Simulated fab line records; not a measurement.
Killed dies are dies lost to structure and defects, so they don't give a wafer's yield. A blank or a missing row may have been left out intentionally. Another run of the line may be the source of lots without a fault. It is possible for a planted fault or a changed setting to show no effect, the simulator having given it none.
Split-lot study | flow n5 finfet | 7 lots, 39 wafers read, on a route of 1938 steps

== SPLIT DETAILS ==
At N5_SD_EPI_P_ETCH_37 (etches SOC in N2/H2, overetch 108 nm, time 486 s), the setting source w was moved away from the recipe's 3000 W on 15 of the 39 wafers read, by -14.8% to +15.8%. This setting was run at the recipe's value on the other wafers.

The reading is taken at the split's own step.

== THE READING ==
rf vpp V, in V, at N5_SD_EPI_P_ETCH_37 (etches SOC in N2/H2, overetch 108 nm, time 486 s). A value of 240.7 V with a standard deviation of 1.3 V is what fault-free wafers of this fab line usually give.

wafer  | tool, chamber at the split | source w as run, W | against the recipe | rf vpp V, V | against lot-mates on the recipe
L074.1 | rie diel-02, 0             | 3000               | recipe             | 239.3       | -
L074.2 | rie diel-02, 3             | 3000               | recipe             | 240.3       | -
L074.4 | rie diel-02, 1             | 3000               | recipe             | 241.0       | -
L077.1 | rie diel-04, 3             | 3000               | recipe             | 239.2       | -
L077.2 | rie diel-04, 1             | 2781               | -7.3%              | 249.0       | +8.7
L077.3 | rie diel-04, 0             | 2781               | -7.3%              | 248.5       | +8.2
L077.4 | rie diel-04, 2             | 3000               | recipe             | 240.5       | -
L077.5 | rie diel-04, 3             | 2781               | -7.3%              | 247.2       | +6.9
L077.6 | rie diel-04, 0             | 3000               | recipe             | 241.1       | -
L078.1 | rie diel-05, 2             | 3000               | recipe             | 239.7       | -
L078.2 | rie diel-05, 3             | 3237               | +7.9%              | 232.2       | -7.8
L078.3 | rie diel-05, 1             | 3237               | +7.9%              | 235.7       | -4.3
L078.4 | rie diel-05, 0             | 3237               | +7.9%              | 233.7       | -6.3
L078.5 | rie diel-05, 3             | 3000               | recipe             | 239.7       | -
L078.6 | rie diel-05, 0             | 3000               | recipe             | 240.7       | -
L079.1 | rie diel-02, 3             | 3000               | recipe             | 238.5       | -
L079.2 | rie diel-02, 1             | 3000               | recipe             | 241.4       | -
L079.3 | rie diel-02, 0             | 3000               | recipe             | 238.0       | -
L079.4 | rie diel-02, 2             | 2555               | -14.8%             | 254.2       | +14.9
L079.5 | rie diel-02, 2             | 2555               | -14.8%             | 256.5       | +17.2
L079.6 | rie diel-02, 1             | 2555               | -14.8%             | 254.7       | +15.4
L089.1 | rie diel-04, 0             | 3000               | recipe             | 241.0       | -
L089.2 | rie diel-04, 1             | 3475               | +15.8%             | 229.8       | -9.7
L089.3 | rie diel-04, 3             | 3000               | recipe             | 238.2       | -
L089.4 | rie diel-04, 2             | 3475               | +15.8%             | 228.7       | -10.8
L089.5 | rie diel-04, 0             | 3475               | +15.8%             | 229.5       | -10.0
L089.6 | rie diel-04, 3             | 3000               | recipe             | 239.3       | -
L091.1 | rie diel-05, 2             | 3000               | recipe             | 240.6       | -
L091.2 | rie diel-05, 1             | 3000               | recipe             | 242.0       | -
L091.3 | rie diel-05, 0             | 3000               | recipe             | 241.5       | -
L091.4 | rie diel-05, 2             | 3000               | recipe             | 242.9       | -
L091.5 | rie diel-05, 1             | 3000               | recipe             | 243.3       | -
L091.6 | rie diel-05, 0             | 3000               | recipe             | 240.3       | -
L093.1 | rie diel-02, 3             | 3427               | +14.2%             | 229.4       | -11.4
L093.2 | rie diel-02, 2             | 3000               | recipe             | 241.4       | -
L093.3 | rie diel-02, 1             | 3000               | recipe             | 240.2       | -
L093.4 | rie diel-02, 3             | 3000               | recipe             | 240.7       | -
L093.5 | rie diel-02, 2             | 3427               | +14.2%             | 230.8       | -10.0
L093.6 | rie diel-02, 1             | 3427               | +14.2%             | 230.2       | -10.6

THE FIT
A straight line over all 39 wafers: rf vpp V changes by -0.835 V for each +1% of source w; r = -0.97; the points scatter about the line by 1.5 V.
The same after taking each lot's own level away (the mean of its wafers on the recipe; 39 wafers): -0.845 V for each +1%; r = -0.97; scatter 1.6 V.
Per that fit: largest source w move, reading shift of 13 V.
Measured against the standard deviation above, the lots' own levels, which go from 239.30 to 241.77 V, span 1.9 times it.
The two slopes agree, so the slope changes little with the lot-to-lot level.
Check: -13 V against its lot-mates is what the line predicts for one of the wafers moved furthest among these (+15.8%) when that wafer is left out of the fit. Against them it came out at -9.7 V.
Tool readings at the split's step, against how far the setting was moved: rf vpp V r = -0.97.

== ADDITIONAL SPLITS CARRIED BY THESE WAFERS ==
Before the reading, these wafers also passed through other splits. Each is held against what the fit with the lots' levels taken away leaves over:
other split on the same wafers        | wafers away from the commonest value | r with rf vpp V (lot level and that fit taken away)
N5_WELL_APT_IMPLANT_15 energy kev     | 15                                   | +0.15
N5_FIN_CUT_CUT_ETCH_26 target depth a | 12                                   | +0.16
N5_DUMMY_GATE_ETCH_31 target depth a  | 15                                   | +0.05

== THE WHOLE CHAIN: every reading that the file lists as answering this split, in the file's order ==
step                | what it does                                     | reading                                                                           | change (the file's fit)                | r (the file's)
N5_SD_EPI_P_ETCH_37 | etches SOC in N2/H2, overetch 108 nm, time 486 s | rf vpp V                                                                          | -0.829 V for each +1% of the setting   | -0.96
N5_SD_EPI_P_ETCH_37 | etches SOC in N2/H2, overetch 108 nm, time 486 s | SiARC_of_SD_EPI_P_COAT_35.thk nm (the simulator's own value, which no gauge read) | -0.0973 nm for each +1% of the setting | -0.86

== THE FILE'S OWN FIT ==
rf vpp V changes by -0.829 V for each +1% of source w, r = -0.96.
